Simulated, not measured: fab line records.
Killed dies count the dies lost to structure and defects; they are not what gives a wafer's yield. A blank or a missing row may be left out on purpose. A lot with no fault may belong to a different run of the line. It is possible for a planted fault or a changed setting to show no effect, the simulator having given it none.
Matching of chambers / flow nand harc / NHARC_P_GATE_STRIP_101 on rie diel-06: 4 sister chambers
The step strips in O2, time 20 s. 4 wafers are shown with their chamber, then 12 later ones without.

## WAFERS PAIRED WITH THEIR CHAMBERS
wafer=L086.2; chamber=2; showerhead plenum p Torr (Torr)=3.49
wafer=L087.1; chamber=3; showerhead plenum p Torr (Torr)=3.61
wafer=L087.2; chamber=0; showerhead plenum p Torr (Torr)=3.44
wafer=L087.4; chamber=1; showerhead plenum p Torr (Torr)=3.50

## WAFERS MISSING THEIR CHAMBER
wafer=L088.3; showerhead plenum p Torr (Torr)=3.50
wafer=L088.4; showerhead plenum p Torr (Torr)=3.49
wafer=L088.5; showerhead plenum p Torr (Torr)=3.44
wafer=L089.2; showerhead plenum p Torr (Torr)=3.50
wafer=L089.4; showerhead plenum p Torr (Torr)=3.50
wafer=L089.6; showerhead plenum p Torr (Torr)=3.61
wafer=L093.1; showerhead plenum p Torr (Torr)=3.49
wafer=L093.2; showerhead plenum p Torr (Torr)=3.50
wafer=L093.4; showerhead plenum p Torr (Torr)=3.61
wafer=L094.1; showerhead plenum p Torr (Torr)=3.60
wafer=L094.3; showerhead plenum p Torr (Torr)=3.44
wafer=L094.6; showerhead plenum p Torr (Torr)=3.44

## THE CHAMBER EACH PASSED THROUGH
wafer=L088.3; from the rows above=1; in truth=1
wafer=L088.4; from the rows above=2; in truth=2
wafer=L088.5; from the rows above=0; in truth=0
wafer=L089.2; from the rows above=1; in truth=1
wafer=L089.4; from the rows above=1; in truth=1
wafer=L089.6; from the rows above=3; in truth=3
wafer=L093.1; from the rows above=2; in truth=2
wafer=L093.2; from the rows above=1; in truth=1
wafer=L093.4; from the rows above=3; in truth=3
wafer=L094.1; from the rows above=3; in truth=3
wafer=L094.3; from the rows above=0; in truth=0
wafer=L094.6; from the rows above=0; in truth=0
Correctly placed: 12 of 12. From these rows, 0 cannot be placed. Placed wrongly: 0.
How it was worked out, from the rows above alone: a wafer's distance from a chamber is the root of the sum, over the readings, of the square of ((its reading less the chamber's mean) divided by the reading's scatter). The wafer belongs to the nearest chamber; if the next one is less than 2 further off, it can't be placed. For every chamber, the mean is computed from those of its wafers that are shown. The scatter: with one shown wafer a chamber, the root of the mean of the squares of how far each hidden wafer lies from its nearest shown one.
